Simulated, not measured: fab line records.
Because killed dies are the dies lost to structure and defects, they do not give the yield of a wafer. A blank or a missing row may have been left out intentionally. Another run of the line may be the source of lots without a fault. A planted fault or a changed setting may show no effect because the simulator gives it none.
Matching of chambers | flow n5_finfet | N5_BEOL_M13_ETCH_68 on rie_diel-03 has 4 sister chambers
The step etches SOC in N2/H2, time 355 s. 14 wafers are shown with their chamber, then 6 later ones without.

== WAFERS, EACH WITH ITS CHAMBER ==
wafer  | chamber | throttle_valve_pct (%) | oes_product_au (a.u.) | showerhead_plenum_p_Torr (Torr)
L897.1 | 2       | 17.89                  | 0.71                  | 2.62
L897.4 | 2       | 17.89                  | 0.71                  | 2.62
L897.5 | 1       | 17.89                  | 0.74                  | 2.62
L908.2 | 0       | 17.56                  | 0.69                  | 2.62
L908.3 | 2       | 17.93                  | 0.70                  | 2.62
L908.4 | 1       | 17.93                  | 0.71                  | 2.61
L909.1 | 1       | 17.91                  | 0.71                  | 2.61
L909.3 | 2       | 17.91                  | 0.69                  | 2.62
L911.1 | 1       | 17.91                  | 0.72                  | 2.61
L911.2 | 3       | 17.71                  | 0.86                  | 2.60
L911.5 | 0       | 17.56                  | 0.70                  | 2.62
L913.3 | 2       | 17.93                  | 0.70                  | 2.61
L913.4 | 0       | 17.56                  | 0.69                  | 2.62
L913.5 | 2       | 17.93                  | 0.69                  | 2.61

SIGNATURES, as means of the wafers listed above
reading                  | chamber 0 | chamber 1 | chamber 2 | chamber 3 | scatter within a chamber
throttle_valve_pct       | 17.5600   | 17.9100   | 17.9133   | 17.7100   | 0.0165
oes_product_au           | 0.6933    | 0.7200    | 0.7000    | 0.8600    | 0.0103
showerhead_plenum_p_Torr | 2.6200    | 2.6125    | 2.6167    | 2.6000    | 0.00456
Rule: distance of a wafer from a chamber = root of the sum over the readings of ((wafer's reading minus chamber's mean) / reading's scatter) squared. If the next closest chamber is less than 2 further off than the closest, the wafer can't be placed; otherwise it belongs to the closest. The scatter: take each reading less its chamber's mean, square it, sum over the shown wafers, divide by the number of wafers less the number of chambers, and take the root.

== WAFERS MISSING THEIR CHAMBER ==
wafer  | throttle_valve_pct (%) | oes_product_au (a.u.) | showerhead_plenum_p_Torr (Torr)
L918.2 | 17.96                  | 0.70                  | 2.60
L918.4 | 17.61                  | 0.69                  | 2.61
L918.6 | 17.60                  | 0.68                  | 2.61
L919.3 | 17.52                  | 0.98                  | 2.61
L919.4 | 17.97                  | 0.70                  | 2.60
L919.5 | 17.51                  | 0.97                  | 2.61

== EACH ONE'S CHAMBER ==
wafer  | from the rows above     | in truth
L918.2 | can't be placed: 1 or 2 | 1
L918.4 | 0                       | 0
L918.6 | 0                       | 0
L919.3 | 3                       | 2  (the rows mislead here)
L919.4 | can't be placed: 1 or 2 | 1
L919.5 | 3                       | 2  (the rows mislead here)
Placed correctly: 2 of 6. Cannot be placed on the basis of these rows: 2; the candidates contain the true chamber in 2. Placed wrongly: 2.
